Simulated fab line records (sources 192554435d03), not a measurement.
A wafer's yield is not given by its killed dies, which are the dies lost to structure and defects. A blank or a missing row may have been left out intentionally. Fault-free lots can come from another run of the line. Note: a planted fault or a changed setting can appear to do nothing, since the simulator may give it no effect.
fab line records	flow n5-finfet
record: lots: 6	wafers: 18	last-day: 16
route steps=1938 shown HKMG_FIN@416 BEOL_M4@1111 PASSIVATION@1936
lots untouched by any fault: they come from a run of this same line in which no faults occurred
start-h: the number of hours between the record's first day and the start of the first shown wafer of the lot	wait-h: hours elapsed since this lot's preceding step	" the same as in the row above	L1.1+2: several wafers, shown together as one row	- either no value or no given start	* or withheld: withheld	< > ~ a bound
route shown NAME@n: NAME is a module with steps in the file, n the number in the route of the first one	usual: mean/standard deviation of fault-free wafers	same: alike in all rows	chamber/n: place in a boat	sites: readings site by site	_std_site: the standard deviation of these	_edge_site: outer sites' mean less inner sites'	radius-mm: for every site, how far away it sits from the centre of the wafer	mask NAME#n: copy n	behind: the last tool/chamber to shape the wafer	hold: why the lot went on hold/how many hours it stayed there/how the hold came to an end	device: whichever transistor did not switch (one of n, p or np)	end of line: the same wafers' tests at the end of the route	a step without rows: its recipe alone	killed: at the first sort, the dies lost to defects and structure; wafer yield is something else	map: a wafer's dies, marking killed ones x, the rest . and places with no die _
set.NAME: the setting as run; set.NAME@STEP: as run at that earlier step	model.NAME: the simulator's own value behind a step, which no gauge read
lots at selected steps of the route; one table per step, one row per wafer
services: when a tool's chamber went out of use (start-h, in hours from the record's first day, below 0 if earlier), for how many hours, and the reason
== steps ==
step: N5_HKMG_FIN_WET_ETCH_65
recipe: chemistry: TMAH	temp-c: 70	conc-wt-pct: 5	target: a-Si	stop-on: TiN	time-s: 49	target-depth-nm: 3
step: N5_HKMG_FIN_WET_ETCH_81
recipe: chemistry: SC1	target: TiN	stop-on: HfO2	mix: 1:1:5	temp-c: 60	time-s: 57	target-depth-nm: 6
step: N5_HKMG_FIN_WET_ETCH_82
recipe: chemistry: dHCl	mix: 1:10000	temp-c: 25	target: La2O3	stop-on: HfO2	target-depth-nm: 2	dry: ipa-marangoni	rinse-time-s: 30	rinse-temp-c: 23
step: N5_HKMG_FIN_ALD_36
recipe: material: TiN	target-thk-a: 10	temp-c: 400	ald-precursor-family: TiCl4	ald-co-reactant: NH3	pulse-time-s: 1	purge-time-s: 3	co-reactant-purge-time-s: 2	co-reactant-pulse-time-s: 2	ald-cycles: 47	pressure-torr: 3
usual: heater-power-w: 899/71	precursor-pulse-height-rel: 1.001/0.02
same: pulse-time-s: 1
lot.wafer	tool	chamber	start-h	wait-h	heater-power-w	precursor-pulse-height-rel
L845.2	ald-metal-03	0	86.75	0.0	815	0.993
L845.4	"	1	"	"	1032	1.024
L845.5	"	3	"	"	891	0.981
L846.2	ald-metal-04	0	97.20	0.0	866	0.989
L846.4	"	3	"	"	813	1.014
L846.6	"	2	"	"	1003	1.012
L849.3	ald-metal-04	2	112.82	0.0	998	0.996
L849.4	"	0	"	"	859	0.987
L849.5	"	3	"	"	821	1.023
L851.1	ald-metal-03	1	129.00	0.0	1022	1.003
L851.3	"	2	"	"	1000	1.021
L851.5	"	1	"	"	997	0.998
L858.1	ald-metal-03	1	168.23	0.0	1014	1.015
L858.3	"	0	"	"	788	0.982
L858.5	"	3	"	"	887	1.019
L860.1	ald-metal-04	2	175.78	0.0	990	0.959
L860.3	"	3	"	"	831	1.009
L860.5	"	2	"	"	1002	0.991
step: N5_HKMG_FIN_THK_MEAS_70
recipe: thk-meas-gauge: xrf	reads: HfO2_of_HKMG_FIN_HK_ALD_01
usual: HK_THK: 1.569/0.019
lot.wafer	tool	chamber	start-h	wait-h	HK_THK[nm]
L845.2	film-metro-01	-	87.03	0.2	1.549
L845.4	"	-	"	"	1.571
L845.5	"	-	"	"	1.536
L846.2	film-metro-02	-	97.48	0.2	1.575
L846.4	"	-	"	"	1.577
L846.6	"	-	"	"	1.566
L849.3	film-metro-01	-	113.10	0.2	1.584
L849.4	"	-	"	"	1.582
L849.5	"	-	"	"	1.597
L851.1	film-metro-01	-	129.28	0.2	1.584
L851.3	"	-	"	"	1.570
L851.5	"	-	"	"	1.579
L858.1	film-metro-02	-	168.51	0.2	1.523
L858.3	"	-	"	"	1.569
L858.5	"	-	"	"	1.585
L860.1	film-metro-01	-	176.06	0.2	1.570
L860.3	"	-	"	"	1.560
L860.5	"	-	"	"	1.569
step: N5_HKMG_FIN_PWFM_ALD_03
recipe: material: TiN	target-thk-a: 20	temp-c: 400	ald-precursor-family: TiCl4	ald-co-reactant: NH3	pulse-time-s: 1	purge-time-s: 3	co-reactant-purge-time-s: 2	co-reactant-pulse-time-s: 2	ald-cycles: 91	pressure-torr: 3
usual: heater-power-w: 909/77	precursor-pulse-height-rel: 0.997/0.021
same: pulse-time-s: 1
lot.wafer	tool	chamber	start-h	wait-h	heater-power-w	precursor-pulse-height-rel
L845.2	ald-metal-03	3	87.06	0.0	883	0.980
L845.4	"	0	"	"	797	1.007
L845.5	"	2	"	"	998	0.992
L846.2	ald-metal-03	2	97.52	0.0	992	0.983
L846.4	"	3	"	"	861	1.008
L846.6	"	1	"	"	1021	1.014
L849.3	ald-metal-01	0	113.14	0.0	904	1.032
L849.4	"	2	"	"	813	0.998
L849.5	"	2	"	"	799	0.989
L851.1	ald-metal-04	1	129.32	0.0	884	0.975
L851.3	"	3	"	"	823	1.019
L851.5	"	3	"	"	830	1.013
L858.1	ald-metal-04	1	168.55	0.0	885	0.971
L858.3	"	0	"	"	884	1.029
L858.5	"	1	"	"	836	1.045
L860.1	ald-metal-04	0	176.10	0.0	872	0.998
L860.3	"	1	"	"	871	0.999
L860.5	"	0	"	"	876	0.990
step: N5_HKMG_FIN_COAT_29
recipe: resist: SOC	temp-c: 250	time-s: 60	spin-rpm: 1500	resist-thk-nm: 300
step: N5_HKMG_FIN_COAT_30
recipe: resist: SiARC	temp-c: 220	time-s: 60	spin-rpm: 1500	resist-thk-nm: 35
step: N5_HKMG_FIN_COAT_06
recipe: resist: CAR-ArF	spin-rpm: 1500	resist-thk-nm: 90
step: N5_HKMG_FIN_EBR_08
recipe: solvent: PGMEA	ebr-width-mm: 1.5
step: N5_HKMG_FIN_SOFTBAKE_07
recipe: temp-c: 110	time-s: 60	resist: CAR-ArF
step: N5_HKMG_FIN_EXPOSE_09
recipe: mask-id: NWFM	na: 1.35	source-shape: conventional	sigma-outer: 0.8	polarization: unpolarized	dose-mj: 39.25
step: N5_HKMG_FIN_PEB_10
recipe: peb-temp-c: withheld	peb-time-s: 60	resist: CAR-ArF
lot.wafer	tool	chamber	start-h	wait-h
L845.2+4+5	litho-track-02	0	87.71	0.0
L846.2+4+6	litho-track-05	0	98.29	0.0
L849.3+4+5	litho-track-05	0	113.91	0.0
L851.1+3+5	litho-track-05	0	129.96	0.1
L858.1+3+5	litho-track-02	0	169.19	0.1
L860.1+3+5	litho-track-02	0	176.87	0.1
step: N5_HKMG_FIN_DEVELOP_11
recipe: develop-time-s: 30	developer: TMAH	resist: CAR-ArF	dev-temp-c: 23	rinse-liquid: diw	dry: air-spin
step: N5_HKMG_FIN_CD_MEAS_12
recipe: target-cd-nm: 92.8	landing-energy-ev: 500	detector: se-inlens
usual: cd-nm: 92.5/0.74
lot.wafer	tool	chamber	start-h	wait-h	cd-nm
L845.2	cd-sem-01	0	87.78	-	92.2
L845.4	"	0	"	"	92.0
L845.5	"	0	"	"	92.3
L846.2	cd-sem-01	0	98.36	-	92.9
L846.4	"	0	"	"	92.9
L846.6	"	0	"	"	93.2
L849.3	cd-sem-01	0	113.98	-	103.5
L849.4	"	0	"	"	103.1
L849.5	"	0	"	"	104.6
L851.1	cd-sem-03	0	130.03	-	103.3
L851.3	"	0	"	"	102.5
L851.5	"	0	"	"	103.1
L858.1	cd-sem-03	0	169.26	-	93.1
L858.3	"	0	"	"	92.6
L858.5	"	0	"	"	92.1
L860.1	cd-sem-03	0	176.94	-	92.0
L860.3	"	0	"	"	93.2
L860.5	"	0	"	"	92.9
step: N5_HKMG_FIN_OVL_MEAS_13
recipe: points-per-wafer: 44
usual: NWFM_OVL: 0.7/0.82
lot.wafer	tool	chamber	start-h	wait-h	NWFM_OVL[nm]
L845.2	overlay-01	0	87.81	0.0	0.3
L845.4	"	0	"	"	0.4
L845.5	"	0	"	"	0.4
L846.2	overlay-01	0	98.39	0.0	-0.1
L846.4	"	0	"	"	0.6
L846.6	"	0	"	"	-0.4
L849.3	overlay-01	0	114.01	0.0	0.7
L849.4	"	0	"	"	0.6
L849.5	"	0	"	"	1.9
L851.1	overlay-02	0	130.06	0.0	1.4
L851.3	"	0	"	"	1.0
L851.5	"	0	"	"	1.7
L858.1	overlay-02	0	169.29	0.0	0.1
L858.3	"	0	"	"	0.9
L858.5	"	0	"	"	-0.9
L860.1	overlay-02	0	176.97	0.0	1.2
L860.3	"	0	"	"	0.6
L860.5	"	0	"	"	0.6
step: N5_BEOL_M4_RC_MEAS_101
usual: DIBL_N: 35.4/2.1	DIBL_P: 34.8/2.6	IOFF_N: 0.15/0.037	IOFF_P: 0.19/0.037	ION_N: 677/16	ION_P: 462/9.3	SS_N: 71.4/0.75	SS_P: 72.9/0.77	VT_N: 250/3.7	VT_P: -251/3.5
lot.wafer	tool	chamber	start-h	wait-h	DIBL_N[mV/V]	DIBL_P[mV/V]	IOFF_N[nA/um]	IOFF_P[nA/um]	ION_N[uA/um]	ION_P[uA/um]	SS_N[mV/dec]	SS_P[mV/dec]	VT_N[mV]	VT_P[mV]
L845.2	prober-01	0	198.12	0.2	36.1	34.5	0.15	0.15	680	452	72.3	72.6	248	-255
L845.4	"	0	"	"	35.3	34.0	0.13	0.15	668	451	71.5	72.6	251	-257
L845.5	"	0	"	"	36.5	35.2	0.15	0.17	685	459	71.9	73.0	249	-250
L846.2	prober-02	0	198.60	0.3	38.4	39.8	0.20	0.25	699	473	72.0	73.6	247	-249
L846.4	"	0	"	"	33.5	34.8	0.13	0.17	679	465	70.9	72.8	254	-252
L846.6	"	0	"	"	31.5	30.8	0.09	0.12	658	453	69.6	71.7	254	-258
L849.3	prober-01	0	203.27	0.8	36.7	35.9	0.16	0.18	679	456	71.4	73.5	249	-254
L849.4	"	0	"	"	36.7	36.0	0.17	0.19	693	467	72.0	72.7	248	-254
L849.5	"	0	"	"	33.3	31.7	0.11	0.13	660	448	70.5	72.2	255	-258
L851.1	prober-01	0	225.90	0.0	34.1	34.0	0.14	0.21	674	470	71.2	72.5	248	-249
L851.3	"	0	"	"	33.8	33.4	0.12	0.20	660	461	70.9	73.0	255	-249
L851.5	"	0	"	"	32.5	31.7	0.11	0.18	666	469	70.3	72.1	252	-249
L858.1	prober-02	0	260.65	0.0	36.6	35.0	0.14	0.18	642	445	71.3	73.3	252	-255
L858.3	"	0	"	"	35.0	32.9	0.11	0.13	649	440	71.7	71.8	257	-259
L858.5	"	0	"	"	38.2	37.5	0.18	0.20	656	450	72.4	73.2	252	-254
L860.1	prober-01	0	269.81	0.0	33.0	32.2	0.12	0.15	667	451	71.0	72.1	253	-254
L860.3	"	0	"	"	36.1	35.6	0.17	0.19	693	462	71.9	72.9	252	-252
L860.5	"	0	"	"	34.8	35.3	0.15	0.19	678	465	70.8	73.2	252	-252
step: N5_PASSIVATION_PROBE_49
usual: defect-limited-yield: 90.5/1.7	killed_at_M0_to_M3: 37/12	killed_at_M4_up: 14/5.2	killed-at-contacts: 12/5.9	killed-at-front-end: 45/14	killed-at-other: 3.5/2.8	killed-dies: 112/21	killed-on-rim: 15/4.5	killed-open: 73/15	killed-short: 36/8.9	sort_bin_5_function: 5.6/1.2	sort_bin_6_memory: 3.5/0.68	sort_bin_8_speed: 0.01/0.1	sort-n-pass: 1068/21	sort-yield-pct: 90.5/1.8
same: gross-dies: 1180	killed-at-back-side: 0	sort_bin_4_leakage[%]: 0
lot.wafer	tool	chamber	start-h	wait-h	defect-limited-yield[%]	killed_at_M0_to_M3	killed_at_M4_up	killed-at-contacts	killed-at-front-end	killed-at-other	killed-dies	killed-on-rim	killed-open	killed-short	sort_bin_5_function[%]	sort_bin_6_memory[%]	sort_bin_8_speed[%]	sort-n-pass	sort-yield-pct[%]
L846.2	prober-01	-	307.92	0.1	92.3	24	20	16	28	3	91	9	68	22	5.1	2.5	0	1089	92.3
L846.4	prober-01	-	308.02	0.2	92.7	24	19	9	31	3	86	11	53	31	4.5	2.6	0	1094	92.7
L846.6	prober-01	-	308.12	0.3	92.7	33	7	15	30	1	86	9	56	27	3.6	3.4	0	1094	92.7
L845.2	prober-01	-	308.22	0.1	91.5	24	7	8	56	5	100	14	62	32	4.7	3.1	0	1080	91.5
L845.4	prober-01	-	308.32	0.2	91.0	33	14	12	46	1	106	21	74	31	5.3	3.3	0	1074	91.0
L845.5	prober-01	-	308.37	0.3	91.1	31	11	13	49	1	105	14	71	31	5.3	3.3	0	1075	91.1
L849.3	prober-02	-	324.37	0.1	89.2	52	15	11	47	3	128	19	69	40	4.9	4.2	0	1052	89.2
L849.4	prober-02	-	324.42	0.2	85.7	67	18	13	65	6	169	31	80	67	8.1	4.2	0	1011	85.7
L849.5	prober-02	-	324.47	0.2	86.9	59	16	22	56	2	155	30	93	34	6.1	4.5	0	1025	86.9
L851.1	prober-02	-	332.72	0.0	91.7	24	12	3	56	3	98	29	44	29	3.9	2.2	0	1082	91.7
L851.3	prober-02	-	332.82	0.1	90.9	33	23	6	38	7	107	14	64	33	4.2	3.6	0	1073	90.9
L851.5	prober-02	-	332.92	0.2	90.4	45	20	7	37	4	113	17	53	42	4.7	3.1	0	1067	90.4
L858.1	prober-02	-	374.86	0.0	88.8	48	13	9	51	11	132	20	83	46	6.9	3.8	0	1048	88.8
L858.3	prober-02	-	374.96	0.1	89.8	47	14	21	34	4	120	10	68	47	5.7	4.2	0.17	1058	89.7
L858.5	prober-02	-	375.06	0.2	85.4	74	19	33	44	2	172	25	111	60	9.2	4.8	0	1008	85.4
L860.1	prober-01	-	379.61	0.4	90.7	31	11	18	47	3	110	14	73	36	4.2	4.7	0	1070	90.7
L860.3	prober-01	-	379.71	0.5	91.2	39	16	21	27	1	104	13	58	45	5.6	2.6	0	1076	91.2
L860.5	prober-01	-	379.81	0.6	92.3	17	16	20	38	0	91	12	58	32	5.0	2.5	0	1089	92.3
killed by level:class
L846.2 MOL_CONTACT_COAG:geometric-particle:open=12 BEOL_M4:geometric-particle:open=9 STI_FIN_REVEAL:geometric-particle:open=8 BEOL_M2:geometric-particle:open=7 DUMMY_GATE:geometric-particle:open=6 MOL_CONTACT_COAG:geometric-particle:short=4 BEOL_M3:geometric-particle:open=4 STARTING-WAFER:geometric-particle:open=4
L846.4 BEOL_M5:geometric-particle:open=11 GATE_CUT:geometric-particle:short=8 BEOL_M0_SAQP:geometric-particle:open=7 BEOL_M0_SAQP:geometric-particle:short=7 MOL_CONTACT_COAG:geometric-particle:open=6 DUMMY_GATE:geometric-particle:open=5 FIN_SAQP:geometric-particle:open=4 STI_FIN_REVEAL:geometric-particle:open=4
L846.6 BEOL_M0_SAQP:geometric-particle:open=10 MOL_CONTACT_COAG:geometric-particle:open=9 STI_FIN_REVEAL:geometric-particle:open=8 BEOL_M0_SAQP:geometric-particle:short=8 DUMMY_GATE:geometric-particle:open=7 MOL_CONTACT_COAG:geometric-particle:short=6 BEOL_M2:geometric-particle:open=5 STI_FIN_REVEAL:geometric-particle:short=3
L845.2 FIN_SAQP:geometric-particle:open=14 FIN_SAQP:geometric-particle:short=11 STI_FIN_REVEAL:geometric-particle:open=11 MOL_CONTACT_COAG:geometric-particle:open=7 BEOL_M0_SAQP:geometric-particle:open=7 BEOL_M1:geometric-particle:open=6 STARTING-WAFER:geometric-particle:short=6 HKMG_FIN:area-etch=5
L845.4 STI_FIN_REVEAL:geometric-particle:open=18 BEOL_M0_SAQP:geometric-particle:open=11 FIN_SAQP:geometric-particle:open=9 MOL_CONTACT_COAG:geometric-particle:open=7 BEOL_M0_SAQP:geometric-particle:short=7 GATE_CUT:geometric-particle:short=6 BEOL_M3:geometric-particle:open=6 MOL_CONTACT_COAG:geometric-particle:short=5
L845.5 FIN_SAQP:geometric-particle:open=15 MOL_CONTACT_COAG:geometric-particle:open=11 GATE_CUT:geometric-particle:short=10 BEOL_M3:geometric-particle:open=9 STI_FIN_REVEAL:geometric-particle:open=8 FIN_SAQP:geometric-particle:short=6 BEOL_M0_SAQP:geometric-particle:open=6 BEOL_M2:geometric-particle:open=6
L849.3 BEOL_M3:geometric-particle:open=17 HKMG_FIN:area-peb=17 BEOL_M0_SAQP:geometric-particle:short=15 MOL_CONTACT_COAG:geometric-particle:open=9 FIN_SAQP:geometric-particle:open=5 BEOL_M0_SAQP:geometric-particle:open=5 BEOL_M4:geometric-particle:open=5 STARTING-WAFER:geometric-particle:short=5
L849.4 HKMG_FIN:area-peb=21 BEOL_M0_SAQP:geometric-particle:short=19 BEOL_M0_SAQP:geometric-particle:open=14 MOL_CONTACT_COAG:geometric-particle:open=9 DUMMY_GATE:geometric-particle:open=9 BEOL_M2:geometric-particle:open=8 BEOL_M3:geometric-particle:short=8 FIN_SAQP:geometric-particle:open=6
L849.5 HKMG_FIN:area-peb=26 BEOL_M0_SAQP:geometric-particle:open=22 MOL_CONTACT_COAG:geometric-particle:open=21 BEOL_M0_SAQP:geometric-particle:short=13 DUMMY_GATE:geometric-particle:open=9 BEOL_M3:geometric-particle:open=8 BEOL_M2:geometric-particle:open=7 BEOL_M4:geometric-particle:open=7
L851.1 HKMG_FIN:area-peb=22 FIN_SAQP:geometric-particle:short=10 FIN_SAQP:geometric-particle:open=6 BEOL_M0_SAQP:geometric-particle:short=6 BEOL_M2:geometric-particle:open=6 DUMMY_GATE:geometric-particle:open=3 GATE_CUT:geometric-particle:open=3 MOL_CONTACT_COAG:geometric-particle:open=3
L851.3 BEOL_M4:geometric-particle:open=10 HKMG_FIN:area-peb=10 FIN_SAQP:geometric-particle:short=9 BEOL_M1:geometric-particle:open=9 FIN_SAQP:geometric-particle:open=8 BEOL_M3:geometric-particle:open=8 BEOL_M2:geometric-particle:open=7 MOL_CONTACT_COAG:geometric-particle:open=5
L851.5 HKMG_FIN:area-peb=13 BEOL_M0_SAQP:geometric-particle:open=11 BEOL_M0_SAQP:geometric-particle:short=10 BEOL_M2:geometric-particle:open=10 BEOL_M4:geometric-particle:short=6 FIN_SAQP:geometric-particle:short=4 DUMMY_GATE:geometric-particle:open=4 MOL_CONTACT_COAG:geometric-particle:short=4
L858.1 BEOL_M3:geometric-particle:open=15 FIN_SAQP:geometric-particle:short=10 STI_FIN_REVEAL:geometric-particle:open=10 DUMMY_GATE:geometric-particle:open=9 MOL_CONTACT_COAG:geometric-particle:open=8 BEOL_M0_SAQP:geometric-particle:short=8 FIN_SAQP:geometric-particle:open=6 GATE_CUT:geometric-particle:short=5
L858.3 MOL_CONTACT_COAG:geometric-particle:open=15 BEOL_M3:geometric-particle:open=10 FIN_SAQP:geometric-particle:short=9 BEOL_M0_SAQP:geometric-particle:short=9 BEOL_M0_SAQP:geometric-particle:open=8 BEOL_M4:geometric-particle:open=7 STI_FIN_REVEAL:geometric-particle:open=5 MOL_CONTACT_COAG:geometric-particle:short=5
L858.5 MOL_CONTACT_COAG:geometric-particle:open=23 BEOL_M0_SAQP:geometric-particle:short=20 BEOL_M1:geometric-particle:open=16 BEOL_M3:geometric-particle:open=15 BEOL_M0_SAQP:geometric-particle:open=14 FIN_SAQP:geometric-particle:short=13 FIN_SAQP:geometric-particle:open=10 MOL_CONTACT_COAG:geometric-particle:short=10
L860.1 MOL_CONTACT_COAG:geometric-particle:open=15 FIN_SAQP:geometric-particle:open=13 BEOL_M0_SAQP:geometric-particle:open=12 FIN_SAQP:geometric-particle:short=10 STARTING-WAFER:geometric-particle:short=6 BEOL_M1:geometric-particle:open=5 BEOL_M0_SAQP:geometric-particle:short=4 BEOL_M3:geometric-particle:open=3
L860.3 BEOL_M0_SAQP:geometric-particle:short=14 BEOL_M0_SAQP:geometric-particle:open=13 MOL_CONTACT_COAG:geometric-particle:open=12 MOL_CONTACT_COAG:geometric-particle:short=8 FIN_SAQP:geometric-particle:short=7 BEOL_M4:geometric-particle:open=6 STI_FIN_REVEAL:geometric-particle:open=4 BEOL_M1:geometric-particle:short=4
L860.5 MOL_CONTACT_COAG:geometric-particle:open=13 FIN_SAQP:geometric-particle:open=12 FIN_SAQP:geometric-particle:short=9 MOL_CONTACT_COAG:geometric-particle:short=7 BEOL_M0_SAQP:geometric-particle:open=6 BEOL_M0_SAQP:geometric-particle:short=6 BEOL_M8:geometric-particle:open=5 BEOL_M4:geometric-particle:open=5
== services ==
tool	chamber	start-h	hours	kind
ald-metal-03	-	68.37	2.9	repair
ald-metal-04	0	122.42	2.0	repair
ald-metal-03	0	127.05	11.6	repair
ald-metal-04	0	138.99	24.5	repair
ald-metal-04	3	140.65	11.8	repair
== key ==
first-sign: step: N5_HKMG_FIN_CD_MEAS_12	reading: cd-nm	direction: up	sigmas: 15	usual: 92.5	struck: 103.4
effect: step: N5_PASSIVATION_PROBE_49	reading: killed-on-rim	direction: up	sigmas: 1.9	usual: 15	struck: 23	wafers-moved: 3
met-at N5_HKMG_FIN_PEB_10
struck-wafers L849.3,L849.4,L849.5,L851.1,L851.3,L851.5
onset-between 98.29 113.91
fault: kind: process-parameter-drift	tool: litho-track-05	chamber: -	onset-h: 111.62	steps: N5_HKMG_FIN_PEB_10	channel: peb-time-s	offset: *	shape: step	end-h: 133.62	acts-in: *	stated: *
